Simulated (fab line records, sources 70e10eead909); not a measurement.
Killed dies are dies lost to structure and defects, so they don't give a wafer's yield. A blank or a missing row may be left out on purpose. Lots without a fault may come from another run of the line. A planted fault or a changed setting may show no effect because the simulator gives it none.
Which tool did it? | flow nand_harc | 11 lots, 33 wafers sampled, at 4 steps of a route of 1302

WHAT THE GAUGES READ, wafer by wafer
NHARC_A_M1_INSPECT_11.
lot  | measured     | on                | raw_defect_count
L978 | day 23 07:28 | defect_inspect-01 | 78 74 72
L977 | day 23 10:17 | defect_inspect-02 | 101 115 84
L980 | day 23 23:09 | defect_inspect-01 | 160 157 136
L982 | day 24 14:32 | defect_inspect-01 | 88 67 87
L981 | day 24 15:37 | defect_inspect-01 | 92 494 106
L991 | day 28 20:53 | defect_inspect-01 | 134 123 126
L990 | day 29 04:49 | defect_inspect-01 | 45 55 55
L994 | day 30 14:26 | defect_inspect-01 | 79 72 86
L996 | day 31 23:51 | defect_inspect-01 | 92 79 87
L997 | day 32 00:59 | defect_inspect-02 | 101 108 82
L999 | day 32 22:02 | defect_inspect-02 | 34 31 30

WHICH TOOL RAN EACH LOT (tool, then ch and the chambers of the sampled wafers, then the start)
lot  | NHARC_A_M0_PRE_CLEAN_29                 | NHARC_A_M0_PVD_20                       | NHARC_A_M0_CMP_23
L978 | pvd_sputter-02, day 23 05:28 or earlier | pvd_sputter-02, day 23 05:28 or earlier | cmp-01 ch 0,1,2, day 23 05:28
L977 | pvd_sputter-02, day 23 08:17 or earlier | pvd_sputter-02, day 23 08:17 or earlier | cmp-01 ch 0,2, day 23 08:17
L980 | pvd_sputter-03, day 23 20:41 or earlier | pvd_sputter-03, day 23 20:41 or earlier | cmp-02 ch 0,1,2, day 23 20:41
L982 | pvd_sputter-01, day 24 12:02 or earlier | pvd_sputter-01, day 24 12:02 or earlier | cmp-01 ch 1,3, day 24 12:02
L981 | pvd_sputter-01, day 24 13:45 or earlier | pvd_sputter-01, day 24 13:45 or earlier | cmp-01 ch 0,1,2, day 24 13:45
L991 | pvd_sputter-03, day 28 18:53 or earlier | pvd_sputter-03, day 28 18:53 or earlier | cmp-01 ch 0,1,2, day 28 18:53
L990 | pvd_sputter-03, day 29 02:49 or earlier | pvd_sputter-03, day 29 02:49 or earlier | cmp-01 ch 0,2, day 29 02:49
L994 | pvd_sputter-03, day 30 12:29 or earlier | pvd_sputter-03, day 30 12:29 or earlier | cmp-04 ch 1,2,3, day 30 12:29
L996 | pvd_sputter-02, day 31 22:01 or earlier | pvd_sputter-02, day 31 22:01 or earlier | cmp-01 ch 0,2,3, day 31 22:01
L997 | pvd_sputter-03, day 31 23:00 or earlier | pvd_sputter-03, day 31 23:00 or earlier | cmp-02 ch 0,1,3, day 31 23:00
L999 | pvd_sputter-02, day 32 20:13 or earlier | pvd_sputter-02, day 32 20:13 or earlier | cmp-02 ch 0,3, day 32 20:13
- NHARC_A_M0_PRE_CLEAN_29: time 30 s.
- NHARC_A_M0_PVD_20: deposits TaN, target thk 5 nm, time 8.06 s.
- NHARC_A_M0_CMP_23: polishes, t overpolish 20 s, target thk 113.75 nm.

THE ANSWER, worked out from the rows above alone
Rule: what is usual is taken from the lots themselves. Put in order of their means at a reading, lots are off if they are a third of the lots or fewer, leave a main group of 4 or more, and stand apart from it by a gap of 3 or more times the standard deviation of the main group's means; of several such gaps the widest counts. A main group whose means are all the same, to the digits that the tables above print for the reading, isn't used. A lot without any number at a reading at which 4 lots or more have one is off too. The other lots that the step has rows for count as sound.
No lot is off at any reading shown: from this, nothing can be told.

WHAT THE SIMULATOR HAD PUT IN
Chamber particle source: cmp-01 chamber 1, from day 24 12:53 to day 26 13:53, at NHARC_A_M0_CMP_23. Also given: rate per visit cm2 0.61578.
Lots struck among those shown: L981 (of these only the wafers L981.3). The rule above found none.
